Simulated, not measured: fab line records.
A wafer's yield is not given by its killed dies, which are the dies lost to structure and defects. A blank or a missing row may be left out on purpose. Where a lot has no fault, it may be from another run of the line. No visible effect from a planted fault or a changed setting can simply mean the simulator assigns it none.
The tool behind it: which one?	flow nand-harc	Sampling: 11 lots, 33 wafers, 4 of 1159 route steps

== WHAT EACH GAUGE READ, for each wafer ==
No reading from a measuring or inspecting step in the record can be judged against a usual standard deviation.

== WHICH TOOL RAN EACH LOT (tool, then ch and the chambers of the sampled wafers, then the start) ==
lot	NHARC_A_STAIRCASE_DESCUM_252	NHARC_A_STAIRCASE_STRIP_295	NHARC_A_STAIRCASE_HM_OPEN_463	NHARC_A_STAIRCASE_ETCHBACK_416
L231	rie-diel-07 ch 0,1, day 11 19:31	rie-diel-05 ch 1,2,3, day 12 06:20 or earlier	rie-diel-13 ch 1,2,3, day 12 06:20	rie-diel-07 ch 1,2, no start
L233	rie-diel-13 ch 0,1,2, day 12 01:56	rie-diel-07 ch 2,3, day 12 14:09 or earlier	rie-diel-05 ch 0,1, day 12 14:09	rie-diel-05 ch 0,3, no start
L232	rie-diel-13 ch 1,2, day 12 03:03	rie-diel-13 ch 1,2, day 12 15:28 or earlier	rie-diel-07 ch 0,1,3, day 12 15:28	rie-diel-07 ch 1,2,3, no start
L230	rie-diel-13 ch 1,3, day 12 04:08	rie-diel-05 ch 0,1,3, day 12 16:13 or earlier	rie-diel-07 ch 2,3, day 12 16:13	rie-diel-07 ch 0,2,3, no start
L239	rie-diel-07 ch 0,1,3, day 13 14:44	rie-diel-13 ch 0,1,3, day 14 00:44 or earlier	rie-diel-07 ch 0,1,3, day 14 00:44	rie-diel-07 ch 1,3, no start
L236	rie-diel-13 ch 0,1, day 13 15:25	rie-diel-05 ch 0,2,3, day 14 03:22 or earlier	rie-diel-13 ch 1,2, day 14 03:22	rie-diel-13 ch 0,1, no start
L235	rie-diel-05 ch 1,3, day 13 17:52	rie-diel-07 ch 1,2, day 14 04:16 or earlier	rie-diel-07 ch 0,1,3, day 14 04:16	rie-diel-13 ch 0,1,3, no start
L242	rie-diel-07 ch 1,2,3, day 14 15:07	rie-diel-07 ch 1,2,3, day 15 05:14 or earlier	rie-diel-13 ch 0,1, day 15 05:14	rie-diel-13 ch 1,2, no start
L247	rie-diel-07 ch 0,1,3, day 15 20:35	rie-diel-07 ch 0,1,3, day 16 06:49 or earlier	rie-diel-13 ch 0,1,3, day 16 06:49	rie-diel-05 ch 0,1,3, no start
L250	rie-diel-05 ch 1,2, day 16 08:42	rie-diel-13 ch 0,2, day 16 21:01 or earlier	rie-diel-13 ch 0,1,3, day 16 21:01	rie-diel-13 ch 0,1,2, no start
L251	rie-diel-07 ch 2,3, day 17 04:38	rie-diel-05 ch 0,2, day 17 16:10 or earlier	rie-diel-13 ch 0,1,2, day 17 16:10	rie-diel-05 ch 0,2,3, no start
- NHARC_A_STAIRCASE_DESCUM_252: chemistry O2, time 3 s.
- NHARC_A_STAIRCASE_STRIP_295: strips in O2.
- NHARC_A_STAIRCASE_HM_OPEN_463: chemistry O2/COS.
- NHARC_A_STAIRCASE_ETCHBACK_416: etches the open film in C4F8/O2/Ar, target depth 36 nm, time 7.2 s.

== WHAT THE TOOLS THEMSELVES READ (means of the sampled wafers that have a number; where no wafer has one, the mark that the record gives instead) ==
NHARC_A_STAIRCASE_DESCUM_252. Usual: drypump-motor-current-A 5.6 A, standard deviation 0.6; o2-flow-sccm 200.0 sccm, standard deviation 0.57; oes-product-au 0.997 a.u., standard deviation 0.011; rf-vpp-V 57.9 V, standard deviation 0.85; showerhead-plenum-p-Torr 1.94 Torr, standard deviation 0.093; throttle-valve-pct 11.311 %, standard deviation 0.0087.
lot	tool	drypump-motor-current-A (A)	o2-flow-sccm (sccm)	oes-product-au (a.u.)	rf-vpp-V (V)	showerhead-plenum-p-Torr (Torr)	throttle-valve-pct (%)	flag
L231	rie-diel-07	5.0	199.8	0.992	57.5	2.00	11.311	
L233	rie-diel-13	6.0	200.0	1.004	57.9	1.87	11.314	
L232	rie-diel-13	5.9	200.1	1.014	57.5	1.89	11.310	
L230	rie-diel-13	5.4	200.0	0.993	58.4	1.86	11.310	
L239	rie-diel-07	5.0	199.7	0.991	58.6	1.98	11.313	
L236	rie-diel-13	6.0	200.0	1.003	57.6	1.89	11.311	
L235	rie-diel-05	5.9	199.9	0.995	58.3	1.93	11.299	
L242	rie-diel-07	5.5	199.7	1.007	57.9	1.92	11.311	
L247	rie-diel-07	5.0	199.8	0.991	57.7	1.97	11.318	
L250	rie-diel-05	5.6	200.3	0.997	58.2	2.02	11.308	
L251	rie-diel-07	5.6	199.8	0.988	57.5	1.91	11.313	

NHARC_A_STAIRCASE_STRIP_295. Usual: drypump-motor-current-A 5.7 A, standard deviation 0.59; o2-flow-sccm 500.1 sccm, standard deviation 1.4; oes-product-au 0.996 a.u., standard deviation 0.011; rf-vpp-V 57.8 V, standard deviation 0.89; showerhead-plenum-p-Torr 3.59 Torr, standard deviation 0.15; throttle-valve-pct 17.037 %, standard deviation 0.0086.
lot	tool	drypump-motor-current-A (A)	o2-flow-sccm (sccm)	oes-product-au (a.u.)	rf-vpp-V (V)	showerhead-plenum-p-Torr (Torr)	throttle-valve-pct (%)	flag
L231	rie-diel-05	6.0	499.3	0.992	57.9	3.62	17.035	
L233	rie-diel-07	5.6	501.1	1.004	57.8	3.54	17.034	
L232	rie-diel-13	5.9	499.1	1.008	57.3	3.62	17.040	
L230	rie-diel-05	6.0	500.0	0.996	57.7	3.57	17.040	
L239	rie-diel-13	5.8	499.2	0.993	57.7	3.54	17.038	
L236	rie-diel-05	6.3	500.4	0.994	58.2	3.51	17.045	
L235	rie-diel-07	5.5	499.1	0.998	57.0	3.55	17.041	
L242	rie-diel-07	5.6	500.9	0.997	57.7	3.53	17.039	
L247	rie-diel-07	5.0	500.8	0.986	57.8	3.63	17.030	
L250	rie-diel-13	6.0	498.6	0.989	58.3	3.76	17.044	
L251	rie-diel-05	6.3	501.2	1.008	58.1	3.54	17.023	

NHARC_A_STAIRCASE_HM_OPEN_463. Usual: drypump-motor-current-A 5.7 A, standard deviation 0.54; o2-flow-sccm 399.9 sccm, standard deviation 1.3; oes-product-au 0.996 a.u., standard deviation 0.01; rf-vpp-V 468 V, standard deviation 3.3; showerhead-plenum-p-Torr 3.18 Torr, standard deviation 0.15; throttle-valve-pct 28.330 %, standard deviation 0.01.
lot	tool	drypump-motor-current-A (A)	o2-flow-sccm (sccm)	oes-product-au (a.u.)	rf-vpp-V (V)	showerhead-plenum-p-Torr (Torr)	throttle-valve-pct (%)	flag
L231	rie-diel-13	5.6	400.7	1.000	467	3.12	28.329	
L233	rie-diel-05	5.9	401.0	0.990	467	3.17	28.334	
L232	rie-diel-07	5.0	399.1	0.989	469	3.23	28.333	
L230	rie-diel-07	5.6	399.3	1.006	467	3.13	28.321	
L239	rie-diel-07	5.0	400.1	1.353	468	3.23	28.336	OFF
L236	rie-diel-13	5.9	399.5	1.000	470	3.20	28.333	
L235	rie-diel-07	5.0	399.5	1.344	469	3.23	28.318	OFF
L242	rie-diel-13	6.1	400.9	1.001	466	3.08	28.332	
L247	rie-diel-13	5.8	399.2	0.985	467	3.12	28.332	
L250	rie-diel-13	5.8	400.3	0.995	467	3.11	28.336	
L251	rie-diel-13	6.0	398.7	0.984	469	3.20	28.331	

NHARC_A_STAIRCASE_ETCHBACK_416. Usual: oes-product-au 0.932 a.u., standard deviation 0.026; rf-vpp-V 725 V, standard deviation 4.7.
lot	tool	oes-product-au (a.u.)	rf-vpp-V (V)	flag
L231	rie-diel-07	0.928	723	
L233	rie-diel-05	0.915	721	
L232	rie-diel-07	0.935	724	
L230	rie-diel-07	0.927	726	
L239	rie-diel-07	0.926	724	
L236	rie-diel-13	0.926	722	
L235	rie-diel-13	0.925	724	
L242	rie-diel-13	0.926	721	
L247	rie-diel-05	0.985	723	
L250	rie-diel-13	0.917	726	
L251	rie-diel-05	0.929	722	

== THE ANSWER, worked out from the rows above alone ==
Rule: a lot is off if the mean of its wafers that have a number lies more than 3 standard deviations from the usual mean. A lot without any number at a reading at which 4 lots or more have one is off too. Any other lot the step has rows for is counted as sound. The gauges are gone through in route order, then the tools' own readings, and for those a lot's mean is taken as printed above. At the first step where some lot is off, the reading lying furthest off is the one used; lots without a number count as furthest.
Off: L239, L235, at NHARC_A_STAIRCASE_HM_OPEN_463 (oes-product-au).
A tool fits if, at that step or a process step before it, it ran every lot that is off, and no sound lot after the first of them. NHARC_A_STAIRCASE_STRIP_295 gives no start for some lots, so the hours and the order of its lots are those of NHARC_A_STAIRCASE_HM_OPEN_463. One candidate fits, namely rie-diel-07 at NHARC_A_STAIRCASE_HM_OPEN_463. Its last sound lot is L230 (day 12 16:13), its first lot that is off L239 (day 14 00:44): a fault that began between those two fits.
The tool's own readings at NHARC_A_STAIRCASE_HM_OPEN_463 bear it out: on the lots that are off they differ by more than 5 times the standard deviation of the sound lots' means. oes-product-au reads 1.349 a.u. there against 0.994 a.u. on the sound lots.

== WHAT HAD BEEN PUT IN BY THE SIMULATOR ==
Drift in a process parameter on rie-diel-07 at NHARC_A_STAIRCASE_HM_OPEN_463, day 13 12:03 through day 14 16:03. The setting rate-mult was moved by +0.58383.
Struck lots among those shown: L239, L235. The rule above found the same.
